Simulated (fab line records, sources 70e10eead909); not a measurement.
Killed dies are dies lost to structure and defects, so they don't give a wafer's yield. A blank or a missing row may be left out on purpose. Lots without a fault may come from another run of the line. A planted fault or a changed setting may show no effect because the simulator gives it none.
A struck lot beside a sound one | flow nand_harc | 13 steps out of a route of 1159
Sound: wafers L866.2, L866.3, L866.5. Struck: wafers L880.1, L880.2, L880.3. The cause comes at the end.
At each step with rows: each side's tool, then ch and its chambers, then its first start. Under that, the readings that differ: sound wafers | struck wafers | difference of the means | sigmas: that difference in standard deviations of wafers without a fault.
alike: readings whose means differ by less than 2 such deviations, and words and numbers that are the same on both sides. not compared: withheld readings, readings that some wafer has no value for, bounds like >300 that may hide the same value, and numbers for which the record gives no deviation and whose values overlap.
The two part at a step that has a row with sigmas, a row that says differs or no value, or rows on one side only. Numbers that don't overlap but have no deviation are shown without sigmas and don't part them. A reading that every wafer of one side lacks parts them only if that side has two wafers or more.

NHARC_A_SOURCE_PLATE_THK_MEAS_06: measures by ellipsometry.
  sound on film_metro-01, day 8 10:44; struck on film_metro-01, day 11 22:45
  reading     | sound             | struck            | difference | sigmas
  thk_nm (nm) | 194.0 197.0 195.1 | 205.3 204.9 206.8 | +10.3      | +5
NHARC_A_SOURCE_PLATE_INSPECT_08:
  sound on defect_inspect-02, day 8 10:47; struck on defect_inspect-01, day 11 22:49
  alike: raw_defect_count
then, 1 step without rows for these wafers: NHARC_A_ONON_D1_DEP_00 (target thk 1000 nm).
NHARC_A_ONON_D1_THK_MEAS_02: measures by ellipsometry.
  sound on film_metro-02, day 8 11:22; struck on film_metro-01, day 11 23:24
  reading     | sound       | struck         | difference | sigmas
  thk_nm (nm) | 989 987 987 | 1018 1018 1014 | +29        | +3
then, 1 step without rows for these wafers: NHARC_A_ONON_D1_DEP_03 (target thk 1000 nm).
NHARC_A_ONON_D1_THK_MEAS_05: measures by ellipsometry.
  sound on film_metro-02, day 8 11:55; struck on film_metro-02, day 11 23:58
  alike: thk_nm
then, 1 step without rows for these wafers: NHARC_A_ONON_D1_DEP_06 (target thk 1000 nm).
NHARC_A_ONON_D1_THK_MEAS_08: measures by ellipsometry.
  sound on film_metro-01, day 8 12:29; struck on film_metro-02, day 12 00:32
  alike: thk_nm
then, 1 step without rows for these wafers: NHARC_A_ONON_D1_DEP_09 (target thk 1000 nm).
NHARC_A_ONON_D1_THK_MEAS_11: measures by ellipsometry.
  sound on film_metro-01, day 8 13:04; struck on film_metro-01, day 12 01:06
  alike: thk_nm
NHARC_A_ONON_D1_DEP_12: target thk 1000 nm.
  sound on pecvd_onon-02 ch 0, day 8 13:10; struck on pecvd_onon-02 ch 0, day 12 01:10
  alike: n2o_flow_sccm
NHARC_A_ONON_D1_THK_MEAS_14: measures by ellipsometry.
  sound on film_metro-01, day 8 13:37; struck on film_metro-01, day 12 01:50
  reading     | sound          | struck      | difference | sigmas
  thk_nm (nm) | 1002 1003 1003 | 676 677 676 | -326       | -40
  not compared: hold
-- the record jumps here: 12 days lie between the struck wafers' starts before and after (it left off in module A_ONON_D1 and takes up again in module END, whose first step shown is number 1159 of the route) --
NHARC_END_SORT_01:
  the record has rows for the struck wafers here (prober-01 ch 0, day 23 14:58) and none for the sound ones

WHERE THEY PART
First at NHARC_A_SOURCE_PLATE_THK_MEAS_06; last, within this record, at NHARC_END_SORT_01.

WHY: what the simulator had put in
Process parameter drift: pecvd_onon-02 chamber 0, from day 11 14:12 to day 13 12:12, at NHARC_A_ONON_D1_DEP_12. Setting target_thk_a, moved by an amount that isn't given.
